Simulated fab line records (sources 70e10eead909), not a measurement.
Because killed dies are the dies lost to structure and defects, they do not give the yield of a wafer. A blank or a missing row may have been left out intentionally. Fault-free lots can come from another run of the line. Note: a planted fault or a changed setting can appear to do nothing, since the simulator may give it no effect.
A lot that was struck, set against a sound lot	flow nand harc	31 steps out of a route of 1302
Sound: the wafers L133.4, L133.5, L133.6. Struck: wafers L149.1, L149.2, L149.6. At the end, the cause is stated.
Order at every step that has rows: each side's tool, ch and its chambers, its first start. Under that, the readings that differ: sound wafers	struck wafers	difference of the means	sigmas: that difference in standard deviations of wafers without a fault.
alike: same words and numbers on both sides, and readings whose means sit less than 2 such deviations apart. not compared: any withheld reading, any reading some wafer has no value for, any bound like >300 that may hide the same value, and any number with overlapping values for which the record gives no deviation.
Wherever a step has rows on one side only, a row that says differs or no value, or a row with sigmas, the two part there. Non-overlapping numbers with no deviation appear without sigmas and do not part them. A reading that every wafer of one side lacks parts them only if that side has two wafers or more.

first, 9 steps without rows for these wafers: NHARC_A_CHANNEL_HOLE_D2_DEP_00 (deposits aC, target thk 3100 nm); NHARC_A_CHANNEL_HOLE_D2_DEP_01 (deposits SiON, target thk 140 nm); NHARC_A_CHANNEL_HOLE_D2_DEHYDRATE_02 (time 120 s); NHARC_A_CHANNEL_HOLE_D2_HMDS_03 (time 30 s); NHARC_A_CHANNEL_HOLE_D2_COAT_36 (time 75 s); NHARC_A_CHANNEL_HOLE_D2_COAT_37 (time 65 s); NHARC_A_CHANNEL_HOLE_D2_COAT_04 (resist thk 90 nm); NHARC_A_CHANNEL_HOLE_D2_SOFTBAKE_05 (time 55 s); NHARC_A_CHANNEL_HOLE_D2_EBR_06.
NHARC_A_CHANNEL_HOLE_D2_EXPOSE_07: exposes mask HOLE D2, target cd 100 nm.
  sound on arfi scanner-02 ch 0, day 12 17:50; struck on arfi scanner-02 ch 0, day 19 20:47
reading	sound	struck	difference	sigmas
exposure dose mJ cm2	59.60 59.55 59.57	57.99 57.98 57.95	-1.60	-12
  alike: mask, focus offset nm
then, 2 steps without rows for these wafers: NHARC_A_CHANNEL_HOLE_D2_PEB_08 (peb time 65 s); NHARC_A_CHANNEL_HOLE_D2_DEVELOP_09 (develop time 35 s).
NHARC_A_CHANNEL_HOLE_D2_DESCUM_15: chemistry O2, time 3 s.
  sound on rie diel-06 ch 1,2,3, day 12 18:10; struck on rie diel-01 ch 0,1,3, day 19 21:08
reading	sound	struck	difference	sigmas
model.A_CHANNEL_HOLE_D2.cd nm (nm)	99.8 100.5 100.3	99.05 99.06 98.69	-1.27	
  alike: drypump motor current A, oes product au, rf vpp V, showerhead plenum p Torr, throttle valve pct
  not compared: rf hours counter h
then, 16 steps without rows for these wafers: NHARC_A_CHANNEL_HOLE_D2_ETCH_38 (etches the open film in CF4, target depth 39 nm, time 65 s); NHARC_A_CHANNEL_HOLE_D2_ETCH_39 (etches the open film in N2/H2, target depth 260 nm, time 325 s); NHARC_A_CHANNEL_HOLE_D2_ETCH_34 (etches the open film in CF4/CHF3, target depth 154 nm, time 77 s); NHARC_A_CHANNEL_HOLE_D2_ETCH_16 (etches the open film in O2/COS, target depth 3100 nm, time 806 s); NHARC_A_CHANNEL_HOLE_D2_ETCH_19 (etches the open film in C4F8/O2/Ar, time 34.5 s); NHARC_A_CHANNEL_HOLE_D2_ETCH_20 (etches the open film in C4F8/O2/Ar, time 361.9 s, target depth 1600 nm); NHARC_A_CHANNEL_HOLE_D2_ETCH_21 (etches the open film in C4F8/O2/Ar, time 514.3 s, target depth 1600 nm); NHARC_A_CHANNEL_HOLE_D2_ETCH_22 (etches the open film in C4F8/O2/Ar, time 666.7 s, target depth 1600 nm); NHARC_A_CHANNEL_HOLE_D2_ETCH_23 (etches the open film in C4F8/O2/Ar, time 819 s, target depth 1600 nm); NHARC_A_CHANNEL_HOLE_D2_ETCH_24 (etches the open film in C4F8/O2/Ar, time 906.2 s, target depth 1500 nm); NHARC_A_CHANNEL_HOLE_D2_ETCH_25 (etches the open film in C4F8/O2/Ar, time 1040.2 s, target depth 1500 nm); NHARC_A_CHANNEL_HOLE_D2_ETCH_26 (etches the open film in C4F8/O2/Ar, time 224.1 s, target depth 300 nm); NHARC_A_CHANNEL_HOLE_D2_ETCH_27 (etches the open film in C4F8/O2/Ar, time 90 s, target depth 400 nm); NHARC_A_CHANNEL_HOLE_D2_STRIP_41 (strips in N2/H2); NHARC_A_CHANNEL_HOLE_D2_STRIP_42 (strips in CF4/CHF3); NHARC_A_CHANNEL_HOLE_D2_STRIP_43 (strips in O2/COS).
NHARC_A_CHANNEL_HOLE_D2_ETCH_44: etches the open film in CF4/O2, target depth 140 nm, overetch 14 nm, time 77 s.
  sound on rie diel-01 ch 2,3, day 13 00:04; struck on rie diel-06 ch 2,3, day 20 03:02
reading	sound	struck	difference	sigmas
model.A_CHANNEL_HOLE_D2.cd nm (nm)	89.02 91.22 89.98	88.85 88.27 88.73	-1.46	
  alike: drypump motor current A, oes product au, rf vpp V, showerhead plenum p Torr, throttle valve pct
  not compared: rf hours counter h
then, 1 step without rows for these wafers: NHARC_A_CHANNEL_HOLE_D2_STRIP_28 (strips in O2).

== WHERE THEY PART ==
NHARC_A_CHANNEL_HOLE_D2_EXPOSE_07 only, going by this record. Later steps at which nothing parts them and some readings are alike: NHARC_A_CHANNEL_HOLE_D2_DESCUM_15, NHARC_A_CHANNEL_HOLE_D2_ETCH_44.

WHY: what had been put in by the simulator
Process parameter drift: arfi scanner-02, from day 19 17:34 on, at NHARC_A_CHANNEL_HOLE_D2_EXPOSE_07. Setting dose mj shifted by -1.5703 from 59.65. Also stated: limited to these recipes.
